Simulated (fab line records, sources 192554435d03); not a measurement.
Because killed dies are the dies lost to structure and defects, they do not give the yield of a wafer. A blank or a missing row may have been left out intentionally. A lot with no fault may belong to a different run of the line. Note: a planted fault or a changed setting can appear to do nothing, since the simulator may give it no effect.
Problem report, 8D (eight disciplines) form, completed by code + flow n5Finfet + the parts of the form that need people (team, actions taken, sign-off) are left out

== 1. WHAT IS WRONG ==
Wafers without a fault read 64 s, standard deviation 3; timeToEndpointS at N5_BEOL_M2_CMP_52 reads a mean of 21 s on 3 wafers belonging to 2 lots. That is -14 standard deviations from the usual mean.
The step: polishes, stops on SiOC, t overpolish 6.8 s, target thk 40 nm.
The first sign was on wafer L508.1 at day 11 06:28, on cmp-03. The record holds 29 wafers of 10 lots with a number at this step. Rule for "out", or "out of limits": more than 4 standard deviations from the usual mean. Any other wafer with a number is counted as sound.

== 2. WHAT IT IS, WHAT IT ISN'T ==
| question                    | is                     | is not                                                                    |
|-----------------------------|------------------------|---------------------------------------------------------------------------|
| which readings at this step | timeToEndpointS        | motorCurrentA, slurryFilterDpKPa                                          |
| which lots                  | L508, L510             | L494, L496, L503, L504, L505, L507, L509, L511                            |
| which wafers of those lots  | L508.1, L508.6, L510.6 | L508.4, L510.5                                                            |
| read on which tools         | cmp-01, cmp-03         | cmp-04                                                                    |
| when                        | from day 11 06:28      | up to then (22 sound wafers); but 4 sound wafers of L510, L511 came after |

== 3. WHAT RULES OUT EACH SUSPECT ==
Counting: any tool at a process step up to the reading remains a suspect provided it ran every lot that is out. Sound lots after the first of them don't rule it out here, since some wafers of a struck lot are sound.
- ecdCu-01 at N5_BEOL_M2_ECD_50 (material Cu, target thk 300 nm): kept. It ran every lot that is out, first L508 (day 11 06:05); its last sound lot up to then is L509 (day 10 22:44).
Remaining after the count: ecdCu-01 at N5_BEOL_M2_ECD_50.

== 4. THE CAUSE (what the simulator had put in) ==
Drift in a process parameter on ecdCu-01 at N5_BEOL_M2_ECD_50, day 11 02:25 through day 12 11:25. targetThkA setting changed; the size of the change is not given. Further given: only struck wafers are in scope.
This tool alone remained once counting was done.

== 5. THE EFFECT CHAIN, in route order ==
One row per reading whose mean, taken over the struck wafers that have a number, lies over 3 standard deviations from the usual. Only readings for which the record gives a usual standard deviation are gone through. hours: the time from each lot's start at the first step in this table that gives one to its start at this step, as a median over the lots. sigmas: the change in usual standard deviations.
| hours | step              | reading         | usual | on struck wafers | change | sigmas |
|-------|-------------------|-----------------|-------|------------------|--------|--------|
| 0     | N5_BEOL_M2_CMP_52 | timeToEndpointS | 64 s  | 21               | -43    | -14    |
The process steps in it:
- N5_BEOL_M2_CMP_52: polishes, stops on SiOC, t overpolish 6.8 s, target thk 40 nm.
Later measuring or inspecting steps at which every struck wafer that the step has a row for has a number for every such reading, and none has moved that far: N5_BEOL_M4_RC_MEAS_101.

== 6. HOW IT WOULD HAVE BEEN CAUGHT EARLIER ==
4 hours passed between the start of the fault at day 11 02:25 and the first reading out of limits in this record, taken at day 11 06:28.
L510, from the lots that are out (2), started N5_BEOL_M2_ECD_50 on ecdCu-01 later than day 11 06:28. Holding the tool at that time would have saved it.
